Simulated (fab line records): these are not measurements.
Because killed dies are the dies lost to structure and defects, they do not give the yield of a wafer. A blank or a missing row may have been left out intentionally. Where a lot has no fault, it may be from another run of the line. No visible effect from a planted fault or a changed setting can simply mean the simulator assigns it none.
Matching of chambers :: flow n5_finfet :: N5_BEOL_M5_ETCH_61 on rie_diel-03: 4 sister chambers
The step etches SiARC in CF4, target depth 15.6 nm, time 26 s. 22 wafers are shown with their chamber, then 11 later ones without.

## WAFERS WITH THEIR CHAMBER
wafer: L075.1
chamber: 1
showerhead_plenum_p_Torr (Torr): 2.07
drypump_motor_current_A (A): 5.55
throttle_valve_pct (%): 15.81

wafer: L075.2
chamber: 2
showerhead_plenum_p_Torr (Torr): 2.22
drypump_motor_current_A (A): 5.72
throttle_valve_pct (%): 15.69

wafer: L075.4
chamber: 2
showerhead_plenum_p_Torr (Torr): 2.22
drypump_motor_current_A (A): 5.71
throttle_valve_pct (%): 15.71

wafer: L078.1
chamber: 2
showerhead_plenum_p_Torr (Torr): 2.22
drypump_motor_current_A (A): 5.70
throttle_valve_pct (%): 15.72

wafer: L078.3
chamber: 1
showerhead_plenum_p_Torr (Torr): 2.07
drypump_motor_current_A (A): 5.58
throttle_valve_pct (%): 15.81

wafer: L078.5
chamber: 1
showerhead_plenum_p_Torr (Torr): 2.07
drypump_motor_current_A (A): 5.59
throttle_valve_pct (%): 15.81

wafer: L081.1
chamber: 0
showerhead_plenum_p_Torr (Torr): 2.12
drypump_motor_current_A (A): 6.24
throttle_valve_pct (%): 15.89

wafer: L081.5
chamber: 3
showerhead_plenum_p_Torr (Torr): 2.27
drypump_motor_current_A (A): 5.79
throttle_valve_pct (%): 15.25

wafer: L081.6
chamber: 0
showerhead_plenum_p_Torr (Torr): 2.12
drypump_motor_current_A (A): 6.26
throttle_valve_pct (%): 15.87

wafer: L084.1
chamber: 2
showerhead_plenum_p_Torr (Torr): 2.21
drypump_motor_current_A (A): 5.69
throttle_valve_pct (%): 15.72

wafer: L084.2
chamber: 1
showerhead_plenum_p_Torr (Torr): 2.06
drypump_motor_current_A (A): 5.59
throttle_valve_pct (%): 15.80

wafer: L084.3
chamber: 3
showerhead_plenum_p_Torr (Torr): 2.27
drypump_motor_current_A (A): 5.78
throttle_valve_pct (%): 15.25

wafer: L088.3
chamber: 2
showerhead_plenum_p_Torr (Torr): 2.21
drypump_motor_current_A (A): 5.70
throttle_valve_pct (%): 15.77

wafer: L088.4
chamber: 1
showerhead_plenum_p_Torr (Torr): 2.06
drypump_motor_current_A (A): 5.58
throttle_valve_pct (%): 15.85

wafer: L088.6
chamber: 0
showerhead_plenum_p_Torr (Torr): 2.12
drypump_motor_current_A (A): 6.27
throttle_valve_pct (%): 15.90

wafer: L089.1
chamber: 3
showerhead_plenum_p_Torr (Torr): 2.27
drypump_motor_current_A (A): 5.81
throttle_valve_pct (%): 15.27

wafer: L089.3
chamber: 2
showerhead_plenum_p_Torr (Torr): 2.21
drypump_motor_current_A (A): 5.71
throttle_valve_pct (%): 15.76

wafer: L089.4
chamber: 0
showerhead_plenum_p_Torr (Torr): 2.12
drypump_motor_current_A (A): 6.26
throttle_valve_pct (%): 15.90

wafer: L090.2
chamber: 1
showerhead_plenum_p_Torr (Torr): 2.06
drypump_motor_current_A (A): 5.58
throttle_valve_pct (%): 15.84

wafer: L090.5
chamber: 0
showerhead_plenum_p_Torr (Torr): 2.12
drypump_motor_current_A (A): 6.28
throttle_valve_pct (%): 15.92

wafer: L090.6
chamber: 3
showerhead_plenum_p_Torr (Torr): 2.27
drypump_motor_current_A (A): 5.79
throttle_valve_pct (%): 15.28

wafer: L092.1
chamber: 1
showerhead_plenum_p_Torr (Torr): 2.06
drypump_motor_current_A (A): 5.58
throttle_valve_pct (%): 15.84

SIGNATURES (means of the wafers above)
reading: showerhead_plenum_p_Torr
chamber 0: 2.1200
chamber 1: 2.0643
chamber 2: 2.2150
chamber 3: 2.2700
scatter within a chamber: 0.00423

reading: drypump_motor_current_A
chamber 0: 6.2620
chamber 1: 5.5786
chamber 2: 5.7050
chamber 3: 5.7925
scatter within a chamber: 0.0129

reading: throttle_valve_pct
chamber 0: 15.8960
chamber 1: 15.8229
chamber 2: 15.7283
chamber 3: 15.2625
scatter within a chamber: 0.0224
Rule: distance of a wafer from a chamber = root of the sum over the readings of ((wafer's reading minus chamber's mean) / reading's scatter) squared. If the next closest chamber is less than 2 further off than the closest, the wafer can't be placed; otherwise it belongs to the closest. The scatter is the square root of a quotient: the sum, over the shown wafers, of each reading's squared deviation from its chamber's mean, divided by wafers minus chambers.

## WAFERS WHOSE CHAMBER IS MISSING
wafer: L092.2
showerhead_plenum_p_Torr (Torr): 2.12
drypump_motor_current_A (A): 6.26
throttle_valve_pct (%): 15.93

wafer: L092.5
showerhead_plenum_p_Torr (Torr): 2.21
drypump_motor_current_A (A): 5.73
throttle_valve_pct (%): 15.78

wafer: L095.1
showerhead_plenum_p_Torr (Torr): 2.20
drypump_motor_current_A (A): 5.72
throttle_valve_pct (%): 15.78

wafer: L095.2
showerhead_plenum_p_Torr (Torr): 2.27
drypump_motor_current_A (A): 5.79
throttle_valve_pct (%): 15.30

wafer: L095.3
showerhead_plenum_p_Torr (Torr): 2.06
drypump_motor_current_A (A): 5.56
throttle_valve_pct (%): 15.86

wafer: L094.2
showerhead_plenum_p_Torr (Torr): 2.26
drypump_motor_current_A (A): 5.74
throttle_valve_pct (%): 15.29

wafer: L094.3
showerhead_plenum_p_Torr (Torr): 2.06
drypump_motor_current_A (A): 5.57
throttle_valve_pct (%): 15.85

wafer: L094.6
showerhead_plenum_p_Torr (Torr): 2.06
drypump_motor_current_A (A): 5.59
throttle_valve_pct (%): 15.87

wafer: L096.1
showerhead_plenum_p_Torr (Torr): 2.06
drypump_motor_current_A (A): 5.60
throttle_valve_pct (%): 15.87

wafer: L096.4
showerhead_plenum_p_Torr (Torr): 2.20
drypump_motor_current_A (A): 5.72
throttle_valve_pct (%): 15.78

wafer: L096.5
showerhead_plenum_p_Torr (Torr): 2.06
drypump_motor_current_A (A): 5.54
throttle_valve_pct (%): 15.87

## WHICH CHAMBER EACH ONE RAN IN
wafer: L092.2
from the rows above: 0
in truth: 0

wafer: L092.5
from the rows above: 2
in truth: 2

wafer: L095.1
from the rows above: 2
in truth: 2

wafer: L095.2
from the rows above: 3
in truth: 3

wafer: L095.3
from the rows above: 1
in truth: 1

wafer: L094.2
from the rows above: 3
in truth: 3

wafer: L094.3
from the rows above: 1
in truth: 1

wafer: L094.6
from the rows above: 1
in truth: 1

wafer: L096.1
from the rows above: 1
in truth: 1

wafer: L096.4
from the rows above: 2
in truth: 2

wafer: L096.5
from the rows above: 1
in truth: 1
Correctly placed: 11 of 11. Left unplaced by these rows: 0. Wrongly placed: 0.
